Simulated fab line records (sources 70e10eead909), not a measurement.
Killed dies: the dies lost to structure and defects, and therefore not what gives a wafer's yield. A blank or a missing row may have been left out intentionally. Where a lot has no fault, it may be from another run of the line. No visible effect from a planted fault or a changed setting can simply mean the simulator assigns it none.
fab line records | flow nand-harc
[record] lots = 11 wafers = 33 last-day = 33
route steps=1302 shown A_CONTACT@1091 A_BLC@1115 END@1302
lots with no fault: from the same line, run without faults
start-h: start of the lot's first displayed wafer, in hours after the record's first day | wait-h: hours since the lot's step before | " the same as in the row above | L1.1+2: several wafers, shown together as one row | - value missing, or start not given | * or withheld: withheld | < > ~ a bound
route shown NAME@n: a module of which the file shows steps, and the number in the route of the first | usual: mean/standard deviation taken from wafers without a fault | same: alike in all rows | chamber/n: place in a boat | sites: per-site readings | _std_site: their standard deviation | _edge_site: outer sites' mean less inner sites' | radius-mm: how far each site lies from the wafer's centre | mask NAME#n: copy n | behind: the tool/chamber that last shaped the wafer | hold: what put the lot on hold/how long, in hours/how the hold closed | device: the n, p or np transistor that did not switch | end of line: the route-end tests of the same wafers | a step given without rows: its recipe and nothing more | killed: not the wafer's yield, but the dies lost to structure and defects at the first sort | map: shows each die of a wafer: x if killed, . if not, _ if none is there
set.NAME: the run value of the setting; set.NAME@STEP: its run value at that earlier step | model.NAME: the simulator's own value behind a step, which no gauge read
a sample of lots followed through the steps of the route, with each step as a table and each wafer as a row
services: the hour from which a tool's chamber was out of use, counted from the record's first day as start-h (under 0 if before that day), plus the number of hours and why
[[steps]]
[step NHARC_A_CONTACT_ETCH_139]
[recipe] source-w = withheld pressure-mtorr = 20 bias-v = 400 time-s = 195 target-depth-a = 8400 ar-flow-sccm = withheld c4f8-flow-sccm = 11.5 o2-flow-sccm = 7.2 chemistry = C4F8/O2/Ar
[usual] oes-air-line-au = 0.997/0.018
// columns lot.wafer tool chamber start-h wait-h oes-air-line-au rf-hours-counter-h
L111.1 har-cap-etch-03 0 541.76 0.2 0.958 52
L111.4 " 1 " " 0.980 -
L111.5 " 0 " " 1.001 -
L115.1 har-cap-etch-02 1 574.41 0.3 1.004 98
L115.3 " 1 " " 0.981 -
L115.6 " 1 " " 1.011 -
L116.1 har-cap-etch-01 0 579.51 0.2 1.015 12
L116.4 " 0 " " 1.000 -
L116.6 " 1 " " 1.012 -
L121.1 har-cap-etch-02 0 621.52 0.2 0.982 108
L121.2 " 1 " " 0.990 108
L121.3 " 0 " " 0.976 -
L120.2 har-cap-etch-01 0 623.42 0.3 1.007 23
L120.4 " 0 " " 0.981 -
L120.5 " 1 " " 1.002 -
L125.1 har-cap-etch-01 1 653.49 0.2 0.999 28
L125.4 " 1 " " 0.994 -
L125.6 " 1 " " 0.982 -
L124.1 har-cap-etch-03 0 658.18 0.2 0.981 71
L124.4 " 1 " " 1.002 -
L124.5 " 0 " " 0.983 -
L123.3 har-cap-etch-01 1 659.23 0.2 1.010 -
L123.4 " 0 " " 0.996 -
L123.6 " 0 " " 0.956 -
L129.4 har-cap-etch-03 0 700.42 0.2 0.993 -
L129.3 " 1 " " 1.013 -
L129.6 " 0 " " 0.998 -
L131.2 har-cap-etch-02 0 731.19 0.2 0.998 128
L131.3 " 1 " " 1.002 -
L131.6 " 0 " " 0.984 -
L132.2 har-cap-etch-03 0 743.73 0.3 1.005 86
L132.4 " 0 " " 1.020 -
L132.5 " 1 " " 0.975 -
[step NHARC_A_CONTACT_ETCH_92]
[recipe] target-depth-a = 400 over-etch-frac = 0.5 time-s = 85.7 ion-energy-ev = 120 ch3f-flow-sccm = 50 o2-flow-sccm = 30 ar-flow-sccm = 200 rf-w = 500 bias-w = 100 chemistry = CH3F/O2
[usual] drypump-motor-current-A = 5.68/0.27 oes-product-au = 0.939/0.027 rf-vpp-V = 244.3/1.6 showerhead-plenum-p-Torr = 2.45/0.1 throttle-valve-pct = 20.663/0.0094
// columns lot.wafer tool chamber start-h wait-h drypump-motor-current-A oes-product-au rf-hours-counter-h rf-vpp-V showerhead-plenum-p-Torr throttle-valve-pct
L111.1 rie-diel-12 3 542.28 0.5 5.85 0.925 20 243.8 2.39 20.678
L111.5 " 1 " " 5.35 0.930 - 245.4 2.56 20.667
L111.4 " 2 " " 5.90 0.925 - 246.3 2.55 20.658
L115.1 rie-diel-12 0 575.03 0.6 5.39 0.923 20 243.2 2.29 20.652
L115.3 " 1 " " 5.34 0.917 25 245.0 2.56 20.668
L115.6 " 1 " " 5.34 0.922 - 244.6 2.56 20.665
L116.4 rie-diel-13 2 580.02 0.4 5.77 0.938 20 242.8 2.35 20.655
L116.1 " 1 " " 5.94 0.935 17 245.1 2.50 20.669
L116.6 " 2 " " 5.79 0.934 - 242.5 2.35 20.663
L121.3 rie-diel-12 1 622.08 0.4 5.36 0.925 33 246.3 2.55 20.664
L121.2 " 2 " " 5.89 0.931 32 244.2 2.54 20.662
L121.1 " 0 " " 5.42 0.931 28 241.4 2.29 20.657
L120.2 rie-diel-02 0 624.06 0.6 6.26 0.934 16 241.9 2.30 20.660
L120.4 " 1 " " 5.16 0.923 17 245.3 2.53 20.652
L120.5 " 1 " " 5.16 0.932 - 243.8 2.53 20.659
L125.1 rie-diel-12 3 654.06 0.5 5.83 0.951 3 243.3 2.38 20.672
L125.4 " 1 " " 5.37 0.971 6 245.6 2.55 20.663
L125.6 " 3 " " 5.84 0.954 - 243.8 2.38 20.678
L124.4 rie-diel-12 3 658.72 0.4 5.85 0.916 4 242.4 2.38 20.653
L124.1 " 0 " " 5.35 0.933 6 241.0 2.29 20.666
L124.5 " 2 " " 5.92 0.927 - 245.0 2.54 20.683
L123.3 rie-diel-13 1 659.70 0.4 5.93 0.925 36 244.8 2.49 20.675
L123.4 " 3 " " 5.94 0.945 45 244.3 2.44 20.675
L123.6 " 2 " " 5.76 0.939 - 242.9 2.34 20.661
L129.4 rie-diel-12 0 700.92 0.4 5.41 0.935 12 241.1 2.28 20.641
L129.3 " 1 " " 5.37 0.935 13 244.4 2.55 20.673
L129.6 " 3 " " 5.85 0.918 - 243.9 2.38 20.655
L131.2 rie-diel-13 2 731.72 0.5 5.81 0.938 9 240.9 2.33 20.660
L131.3 " 0 " " 5.87 0.922 10 246.2 2.50 20.661
L131.6 " 1 " " 5.96 0.929 - 244.7 2.49 20.659
L132.2 rie-diel-12 0 744.31 0.5 5.37 0.995 19 242.2 2.28 20.663
L132.4 " 3 " " 5.83 0.992 16 243.0 2.38 20.655
L132.5 " 1 " " 5.34 0.999 - 245.9 2.55 20.655
[step NHARC_A_CONTACT_ETCH_110]
[recipe] target-depth-a = 600 overetch-a = 60 time-s = 33 ion-energy-ev = 100 cf4-flow-sccm = 80 o2-flow-sccm = 20 ar-flow-sccm = 0 rf-w = 300 bias-w = 100 chemistry = CF4/O2
[usual] drypump-motor-current-A = 5.67/0.3 oes-product-au = 1.002/0.0082 rf-vpp-V = 197.9/1.4 showerhead-plenum-p-Torr = 1.34/0.057 throttle-valve-pct = 13.396/0.0087
// columns lot.wafer tool chamber start-h wait-h drypump-motor-current-A oes-product-au rf-hours-counter-h rf-vpp-V showerhead-plenum-p-Torr throttle-valve-pct
L111.1 rie-diel-12 3 543.03 0.1 5.84 0.990 20 195.5 1.30 13.401
L111.4 " 2 " " 5.87 1.004 - 199.9 1.38 13.424
L111.5 " 3 " " 5.85 0.992 - 195.6 1.30 13.394
L115.1 rie-diel-12 0 575.59 0.1 5.39 0.999 20 195.6 1.24 13.397
L115.3 " 1 " " 5.35 0.990 25 198.3 1.39 13.395
L115.6 " 1 " " 5.34 0.991 - 198.4 1.39 13.394
L116.1 rie-diel-02 3 580.54 0.1 5.71 0.994 0 197.7 1.33 13.406
L116.4 " 0 " " 6.23 0.994 0 195.9 1.25 13.388
L116.6 " 1 " " 5.14 1.011 - 199.4 1.38 13.386
L121.3 rie-diel-02 0 622.59 0.1 6.26 0.993 16 197.2 1.25 13.391
L121.2 " 1 " " 5.15 1.012 17 199.5 1.37 13.389
L121.1 " 2 " " 5.64 1.020 16 199.6 1.43 13.409
L120.4 rie-diel-02 1 624.58 0.1 5.14 1.011 17 198.9 1.37 13.394
L120.2 " 3 " " 5.72 1.008 15 198.4 1.33 13.392
L120.5 " 1 " " 5.14 1.002 - 197.9 1.37 13.399
L125.1 rie-diel-12 2 654.56 0.1 5.89 0.998 6 199.4 1.38 13.410
L125.4 " 3 " " 5.84 0.985 3 197.6 1.29 13.413
L125.6 " 1 " " 5.34 1.001 - 197.7 1.39 13.387
L124.4 rie-diel-12 3 659.20 0.0 5.87 0.989 4 196.8 1.29 13.402
L124.1 " 0 " " 5.38 1.005 6 196.6 1.24 13.394
L124.5 " 0 " " 5.41 1.001 - 194.6 1.24 13.385
L123.4 rie-diel-12 1 660.28 0.1 5.34 1.000 7 199.5 1.39 13.401
L123.3 " 2 " " 5.89 1.004 7 198.6 1.38 13.389
L123.6 " 2 " " 5.90 1.001 - 197.9 1.38 13.407
L129.4 rie-diel-12 2 701.63 0.3 5.89 1.015 12 199.9 1.38 13.401
L129.3 " 0 " " 5.40 1.024 12 194.9 1.24 13.388
L129.6 " 1 " " 5.37 1.002 - 198.8 1.38 13.390
L131.3 rie-diel-13 2 732.29 0.1 5.77 1.006 10 196.6 1.27 13.389
L131.2 " 3 " " 5.91 1.009 9 195.4 1.32 13.385
L131.6 " 1 " " 5.89 1.011 - 197.6 1.35 13.395
L132.2 rie-diel-13 1 744.83 0.1 5.92 1.004 15 198.5 1.35 13.394
L132.4 " 2 " " 5.79 1.008 12 195.6 1.27 13.392
L132.5 " 1 " " 5.91 1.005 - 198.7 1.35 13.388
[step NHARC_A_BLC_PEB_08]
[recipe] peb-temp-c = 100 peb-time-s = 65
[usual] heater-power-total-W = 156.6/0.43 plate-temp-C = 99.96/0.12
// columns lot.wafer tool chamber start-h wait-h heater-power-total-W plate-temp-C
L111.1 litho-track-01 0 545.69 0.1 155.9 99.77
L111.4 " 0 " " 156.4 99.80
L111.5 " 0 " " 157.0 99.96
L115.1 litho-track-01 0 578.08 0.1 156.7 100.01
L115.3 " 0 " " 156.6 99.95
L115.6 " 0 " " 156.6 99.95
L116.1 litho-track-01 0 583.00 0.1 157.0 99.90
L116.4 " 0 " " 156.0 100.01
L116.6 " 0 " " 156.0 100.13
L121.1 litho-track-01 0 625.15 0.1 153.2 97.80
L121.2 " 0 " " 153.1 98.04
L121.3 " 0 " " 152.4 97.85
L120.2 litho-track-01 0 627.15 0.1 151.9 98.04
L120.4 " 0 " " 153.2 98.09
L120.5 " 0 " " 152.9 97.99
L125.1 litho-track-06 0 657.14 0.1 157.0 100.03
L125.4 " 0 " " 157.2 99.89
L125.6 " 0 " " 156.1 100.04
L124.1 litho-track-06 0 661.77 0.1 156.9 100.01
L124.4 " 0 " " 157.2 99.86
L124.5 " 0 " " 156.6 100.01
L123.3 litho-track-04 0 662.74 0.0 156.7 99.98
L123.4 " 0 " " 156.8 100.10
L123.6 " 0 " " 156.9 99.89
L129.3 litho-track-04 0 704.96 0.0 156.4 99.86
L129.4 " 0 " " 156.0 99.90
L129.6 " 0 " " 157.1 99.98
L131.2 litho-track-06 0 734.84 0.1 156.1 99.76
L131.3 " 0 " " 157.1 99.90
L131.6 " 0 " " 157.1 99.94
L132.2 litho-track-04 0 747.27 0.1 157.0 99.98
L132.4 " 0 " " 157.1 99.95
L132.5 " 0 " " 156.5 100.02
[step NHARC_A_BLC_CD_MEAS_10]
[recipe] target-cd-nm = 100 landing-energy-ev = 500
[usual] cd-nm = 99.7/0.56
// columns lot.wafer tool chamber start-h wait-h cd-nm
L111.1 cd-sem-02 0 545.77 - 99.2
L111.4 " 0 " " 99.7
L111.5 " 0 " " 98.7
L115.1 cd-sem-01 0 578.16 - 99.1
L115.3 " 0 " " 100.1
L115.6 " 0 " " 99.3
L116.1 cd-sem-01 0 583.08 - 99.5
L116.4 " 0 " " 99.8
L116.6 " 0 " " 100.0
L121.1 cd-sem-01 0 625.23 - 92.2
L121.2 " 0 " " 91.8
L121.3 " 0 " " 92.4
L120.2 cd-sem-01 0 627.23 - 92.9
L120.4 " 0 " " 93.0
L120.5 " 0 " " 93.7
L125.1 cd-sem-03 0 657.22 - 100.1
L125.4 " 0 " " 99.4
L125.6 " 0 " " 100.4
L124.1 cd-sem-01 0 661.85 - 99.3
L124.4 " 0 " " 100.0
L124.5 " 0 " " 100.3
L123.3 cd-sem-01 0 662.83 - 99.7
L123.4 " 0 " " 100.2
L123.6 " 0 " " 100.1
L129.3 cd-sem-02 0 705.04 - 99.0
L129.4 " 0 " " 99.2
L129.6 " 0 " " 99.6
L131.2 cd-sem-01 0 734.92 - 99.9
L131.3 " 0 " " 99.2
L131.6 " 0 " " 99.4
L132.2 cd-sem-02 0 747.35 - 100.6
L132.4 " 0 " " 100.0
L132.5 " 0 " " 100.0
[step NHARC_END_SORT_01]
[recipe] temp-c = 25
[usual] killed-at-array = 58/18 killed-at-other = 1.0/1.5 killed-at-periphery = 4/3.1 killed-dies = 64/18 killed-open = 3.4/1.9 killed-short = 2.7/1.7
[same] gross-dies = 677
// columns lot.wafer tool chamber start-h wait-h killed-at-array killed-at-other killed-at-periphery killed-dies killed-open killed-short
L121.2 prober-01 0 679.14 2.8 49 0 1 50 5 0
// killed by level:class
L121.2 A_CHANNEL_HOLE_D1:chamber-film-flake=30 A_CONTACT:chamber-film-flake=6 A_STAIRCASE:chamber-film-flake=4 A_CONTACT:geometric-particle:open=3 A_SLIT:chamber-film-flake=2 A_CHANNEL_HOLE_D1:geometric-particle:open=1 A_DECK1_JOINT:geometric-particle:open=1 P_ZERO_WELL:chamber-film-flake=1
[[services]]
// columns tool chamber start-h hours kind
rie-diel-13 - 519.58 9.0 pm
rie-diel-12 0 527.98 - clean
rie-diel-12 1 527.98 - clean
rie-diel-12 2 527.98 - clean
rie-diel-12 3 527.98 - clean
litho-track-06 - 529.00 7.0 pm
rie-diel-02 3 538.62 6.4 repair
rie-diel-12 0 552.56 - clean
rie-diel-12 1 552.56 - clean
rie-diel-12 2 552.56 - clean
litho-track-04 - 553.00 7.0 pm
rie-diel-13 - 556.80 1.1 repair
rie-diel-02 - 571.06 9.0 pm
rie-diel-12 2 574.55 3.9 repair
rie-diel-12 - 622.48 9.0 pm
rie-diel-13 0 653.55 4.0 repair
rie-diel-02 - 663.47 0.3 repair
rie-diel-12 - 669.03 5.1 repair
litho-track-01 - 680.00 7.0 pm
rie-diel-13 2 687.26 5.3 repair
rie-diel-13 - 696.58 9.0 pm
litho-track-06 - 704.00 7.0 pm
rie-diel-12 2 710.59 2.6 repair
litho-track-04 - 728.00 7.0 pm
[[key]]
[first-sign] step = NHARC_A_BLC_PEB_08 reading = plate-temp-C direction = down sigmas = 17 usual = * struck = *
[effect] step = NHARC_A_BLC_PEB_08 reading = heater-power-total-W direction = down sigmas = 9.1 usual = * struck = *
[effect] step = NHARC_A_BLC_CD_MEAS_10 reading = cd-nm direction = down sigmas = 13 usual = 99.7 struck = 92.7
met-at NHARC_A_BLC_PEB_08
struck-lots L120,L121
tester-left-out L120,L121
not-acting-at NHARC_A_CONTACT_ETCH_139,NHARC_A_CONTACT_ETCH_92,NHARC_A_CONTACT_ETCH_110
onset-between 583.00 625.15
[fault] kind = process-parameter-drift tool = litho-track-01 chamber = - onset-h = 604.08 steps = NHARC_A_BLC_PEB_08 channel = peb-temp-c offset = * shape = step acts-in = * stated = *
// tester-left-out: of these lots the tester's yield and bins aren't shown, on N5 and GAA mostly nor the transistor test; their killed dies are dies lost to structure and defects alone, not to doping, threshold or leakage, so they don't give the yield
